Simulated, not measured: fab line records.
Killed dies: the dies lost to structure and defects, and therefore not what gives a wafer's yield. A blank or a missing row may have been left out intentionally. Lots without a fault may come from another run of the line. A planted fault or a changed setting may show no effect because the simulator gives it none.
Split-lot experiment -- flow n5_finfet -- on a route of 1938 steps: 7 lots, 21 wafers read

== THE SPLIT ==
At N5_BEOL_M1_ETCH_77 (etches underlayer in N2/H2, target depth 6.5 nm, time 5.2 s), the setting source_w was moved away from the recipe's 840 W on 7 of the 21 wafers read, by -17.5% to +15.5%. This setting was run at the recipe's value on the other wafers.

The reading is taken at the split's own step.

== THE READING ==
rf_vpp_V, in V, at N5_BEOL_M1_ETCH_77 (etches underlayer in N2/H2, target depth 6.5 nm, time 5.2 s). On this fab line, fault-free wafers typically give 524.3 V with a standard deviation of 2.2 V.

wafer,"tool, chamber at the split","source_w as run, W",against the recipe,"rf_vpp_V, V",against lot-mates on the recipe
L078.3,"rie_diel-06, 1",840,recipe,523.1,-
L078.5,"rie_diel-06, 0",840,recipe,525.3,-
L078.6,"rie_diel-06, 1",840,recipe,523.2,-
L079.1,"rie_diel-04, 1",969.9,+15.5%,499.6,-21.9
L079.2,"rie_diel-04, 0",840,recipe,521.6,-
L079.3,"rie_diel-04, 2",840,recipe,521.5,-
L084.2,"rie_diel-03, 0",692.7,-17.5%,556.6,no lot-mate on the recipe
L084.3,"rie_diel-03, 1",692.7,-17.5%,559.9,no lot-mate on the recipe
L084.4,"rie_diel-03, 2",692.7,-17.5%,556.3,no lot-mate on the recipe
L086.1,"rie_diel-06, 3",840,recipe,524.1,-
L086.5,"rie_diel-06, 0",883.8,+5.2%,518.0,-6.2
L086.6,"rie_diel-06, 3",840,recipe,524.3,-
L089.2,"rie_diel-06, 3",840,recipe,525.2,-
L089.5,"rie_diel-06, 3",840,recipe,526.5,-
L089.6,"rie_diel-06, 0",840,recipe,525.1,-
L092.2,"rie_diel-06, 3",840,recipe,525.5,-
L092.3,"rie_diel-06, 0",779,-7.3%,540.0,+15.1
L092.6,"rie_diel-06, 3",840,recipe,524.2,-
L094.2,"rie_diel-06, 2",730,-13.1%,550.1,+26.0
L094.5,"rie_diel-06, 1",840,recipe,523.6,-
L094.6,"rie_diel-06, 0",840,recipe,524.6,-

THE FIT
A straight line over all 21 wafers: rf_vpp_V changes by -1.83 V for each +1% of source_w; r = -0.99; the points scatter about the line by 1.8 V.
The same after taking each lot's own level away (the mean of its wafers on the recipe; 18 wafers): -1.68 V for each +1%; r = -0.98; scatter 1.6 V.
Per that fit: largest source_w move, reading shift of 29 V.
Measured against the standard deviation above, the lots' own levels, which go from 521.55 to 525.60 V, span 1.8 times it.
So the lot-to-lot level changes the slope little: the two slopes agree.
Check: for one of the wafers moved furthest among these (+15.5%), held out of the fit, the line's prediction against its lot-mates is -29 V. Against them it came out at -21.9 V.
Tool readings at the split's step, against how far the setting was moved: etch_rf_on_time_s r = -0.98; rf_vpp_V r = -0.99.

== THE OTHER SPLITS THESE WAFERS WENT THROUGH ==
Other splits were also applied to these wafers ahead of the reading. Each is held against what the fit with the lots' levels taken away leaves over:
other split on the same wafers,wafers away from the commonest value,r with rf_vpp_V (lot level and that fit taken away)
N5_MOL_CONTACT_COAG_ETCH_124 bias_w,7,-0.15
N5_BEOL_M0_SAQP_ETCH_84 time_s,8,+0.02

== THE WHOLE CHAIN: every reading that the file lists as answering this split, in the file's order ==
step,what it does,reading,change (the file's fit),r (the file's)
N5_BEOL_M1_ETCH_77,"etches underlayer in N2/H2, target depth 6.5 nm, time 5.2 s",etch_rf_on_time_s,withheld for each +1% of the setting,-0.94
N5_BEOL_M1_ETCH_77,"etches underlayer in N2/H2, target depth 6.5 nm, time 5.2 s",rf_vpp_V,-1.67 V for each +1% of the setting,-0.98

== FILE'S OWN FIT ==
rf_vpp_V changes by -1.67 V for each +1% of source_w, r = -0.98.
